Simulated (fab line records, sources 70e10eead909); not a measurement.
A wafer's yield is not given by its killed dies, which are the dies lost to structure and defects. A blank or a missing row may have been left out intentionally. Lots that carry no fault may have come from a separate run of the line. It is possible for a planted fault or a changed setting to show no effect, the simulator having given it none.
What tool caused it? :: flow nand_harc :: 6 lots with 18 wafers sampled at 5 steps, on a route of 1159 steps

== WHAT EACH GAUGE READ, for each wafer ==
NHARC_END_SORT_01.
lot: L805
measured: day 19 19:05
on: prober-02
killed_at_array: 23 27 24

lot: L815
measured: day 21 18:31
on: prober-01
killed_at_array: 463 484 452

== TOOL THAT RAN EACH LOT (tool first, then ch and the chambers of the sampled wafers, then the start) ==
lot: L805
NHARC_A_STAIRCASE_CMP_450: cmp-04 ch 0,1, day 14 01:53
NHARC_THIN_TSV_STRIP_62: plasma_asher-02 ch 0,1, day 19 00:52
NHARC_THIN_TSV_PRE_CLEAN_50: pvd_sputter-02, day 19 04:21 or earlier
NHARC_THIN_TSV_DESCUM_35: rie_diel-13 ch 0,2,3, day 19 04:21

lot: L808
NHARC_A_STAIRCASE_CMP_450: cmp-04 ch 2,3, day 14 07:01
NHARC_THIN_TSV_STRIP_62: plasma_asher-02 ch 1, day 19 01:49
NHARC_THIN_TSV_PRE_CLEAN_50: pvd_sputter-02, day 19 05:16 or earlier
NHARC_THIN_TSV_DESCUM_35: rie_diel-01 ch 0,1,2, day 19 05:16

lot: L815
NHARC_A_STAIRCASE_CMP_450: cmp-04 ch 0,1,3, day 16 17:00
NHARC_THIN_TSV_STRIP_62: plasma_asher-02 ch 1, day 21 06:04
NHARC_THIN_TSV_PRE_CLEAN_50: pvd_sputter-03, day 21 09:45 or earlier
NHARC_THIN_TSV_DESCUM_35: rie_diel-13 ch 0,2, day 21 09:45

lot: L820
NHARC_A_STAIRCASE_CMP_450: cmp-01 ch 0,1,3, day 17 04:53
NHARC_THIN_TSV_STRIP_62: plasma_asher-02 ch 0,1, day 22 05:23
NHARC_THIN_TSV_PRE_CLEAN_50: pvd_sputter-03, day 22 09:04 or earlier
NHARC_THIN_TSV_DESCUM_35: rie_diel-01 ch 0,1,3, day 22 09:04

lot: L821
NHARC_A_STAIRCASE_CMP_450: cmp-02 ch 1,2,3, day 17 23:55
NHARC_THIN_TSV_STRIP_62: plasma_asher-02 ch 0,1, day 23 02:40
NHARC_THIN_TSV_PRE_CLEAN_50: pvd_sputter-03, day 23 06:00 or earlier
NHARC_THIN_TSV_DESCUM_35: rie_diel-13 ch 0,1,2, day 23 06:00

lot: L827
NHARC_A_STAIRCASE_CMP_450: cmp-01 ch 0,1,3, day 20 05:03
NHARC_THIN_TSV_STRIP_62: plasma_asher-02 ch 0,1, day 25 01:14
NHARC_THIN_TSV_PRE_CLEAN_50: pvd_sputter-03, day 25 04:40 or earlier
NHARC_THIN_TSV_DESCUM_35: rie_diel-01 ch 2,3, day 25 04:40
- NHARC_A_STAIRCASE_CMP_450: polishes SiO2, target thk 200 nm.
- NHARC_THIN_TSV_STRIP_62: strips in N2/H2, time 20 s.
- NHARC_THIN_TSV_PRE_CLEAN_50: time 30 s.
- NHARC_THIN_TSV_DESCUM_35: chemistry O2, time 3 s.

== THE ANSWER, worked out from the rows above alone ==
Rule: what is usual is taken from the lots themselves. Put in order of their means at a reading, lots are off if they are a third of the lots or fewer, leave a main group of 4 or more, and stand apart from it by a gap of 3 or more times the standard deviation of the main group's means; of several such gaps the widest counts. A main group whose means are all the same, to the digits that the tables above print for the reading, isn't used. Also off: a lot with no number at a reading for which 4 or more lots have one. Where the step has rows for the other lots, those lots are counted as sound.
No lot is off at any reading shown: from this, nothing can be told.

== WHAT THE SIMULATOR PUT IN ==
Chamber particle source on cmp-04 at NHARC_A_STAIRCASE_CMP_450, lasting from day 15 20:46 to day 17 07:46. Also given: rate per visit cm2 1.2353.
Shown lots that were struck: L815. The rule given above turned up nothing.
